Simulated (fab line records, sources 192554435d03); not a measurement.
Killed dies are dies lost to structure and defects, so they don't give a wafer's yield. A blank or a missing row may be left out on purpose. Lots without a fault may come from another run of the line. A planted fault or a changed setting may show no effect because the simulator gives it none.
A struck lot beside a sound one | flow n5_finfet | 15 steps out of a route of 1938
Sound: wafers L549.1, L549.3, L549.6. Struck: wafers L552.1, L552.2, L552.6. The cause comes at the end.
At each step with rows: each side's tool, then ch and its chambers, then its first start. Under that, the readings that differ: sound wafers | struck wafers | difference of the means | sigmas: that difference in standard deviations of wafers without a fault.
alike: readings whose means differ by less than 2 such deviations, and words and numbers that are the same on both sides. not compared: withheld readings, readings that some wafer has no value for, bounds like >300 that may hide the same value, and numbers for which the record gives no deviation and whose values overlap.
The two part at a step that has a row with sigmas, a row that says differs or no value, or rows on one side only. Numbers that don't overlap but have no deviation are shown without sigmas and don't part them. A reading that every wafer of one side lacks parts them only if that side has two wafers or more.

first, 7 steps without rows for these wafers: N5_WELL_APT_COAT_19 (resist thk 950 nm); N5_WELL_APT_EBR_21; N5_WELL_APT_SOFTBAKE_20 (time 60 s); N5_WELL_APT_EXPOSE_22 (exposes mask PWELL, defocus 0 nm, target cd 200 nm); N5_WELL_APT_PEB_23 (peb time 90 s); N5_WELL_APT_DEVELOP_24 (develop time 45 s); N5_WELL_APT_HARDBAKE_29 (time 120 s).
N5_WELL_APT_CD_MEAS_25: target cd 200 nm.
  sound on cd_sem-02 ch 0, day 3 15:15; struck on cd_sem-01 ch 0, day 4 09:03
  alike: cd_nm
N5_WELL_APT_OVL_MEAS_26:
  sound on overlay-02 ch 0, day 3 15:17; struck on overlay-01 ch 0, day 4 09:05
  alike: PWELL_OVL
N5_WELL_APT_INSPECT_27: inspects for defects (macro).
  sound on defect_inspect-02, day 3 15:19; struck on defect_inspect-01, day 4 09:06
  alike: raw_defect_count
N5_WELL_APT_DESCUM_30: chemistry O2, time 7.9 s.
  sound on rie_diel-04 ch 0,1,2, day 3 15:53; struck on rie_diel-02 ch 0,1,2, day 4 09:08
  alike: drypump_motor_current_A, oes_product_au, rf_vpp_V, showerhead_plenum_p_Torr, throttle_valve_pct
  not compared: rf_hours_counter_h
then, 1 step without rows for these wafers: N5_WELL_APT_IMPLANT_31.
N5_WELL_APT_IMPLANT_32:
  sound on implanter-02 ch 0, day 3 16:10; struck on implanter-01, day 4 09:25
  no value came back on the struck wafers for beam_energy_keV, beam_on_s (s); on the sound wafers beam_energy_keV reads 49.989 49.969 49.984
then, 1 step without rows for these wafers: N5_WELL_APT_STRIP_33 (strips in SPM, time 900 s).
-- the record jumps here: 11 days lie between the struck wafers' starts before and after (it left off in module WELL_APT and takes up again in module PASSIVATION, whose first step shown is number 1936 of the route) --
N5_PASSIVATION_PROBE_49:
  sound on prober-02, day 15 08:38; struck on prober-02, day 15 17:49
  alike: killed_at_M0_to_M3, killed_at_M4_up, killed_at_contacts, killed_at_front_end, killed_at_other, killed_dies, killed_open, killed_short

WHERE THEY PART
Only at N5_WELL_APT_IMPLANT_32, within this record. Later steps at which nothing parts them and some readings are alike: N5_PASSIVATION_PROBE_49.

WHY: what the simulator had put in
Skipped step whole: implanter-01, from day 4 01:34 on, at N5_WELL_APT_IMPLANT_32. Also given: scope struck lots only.
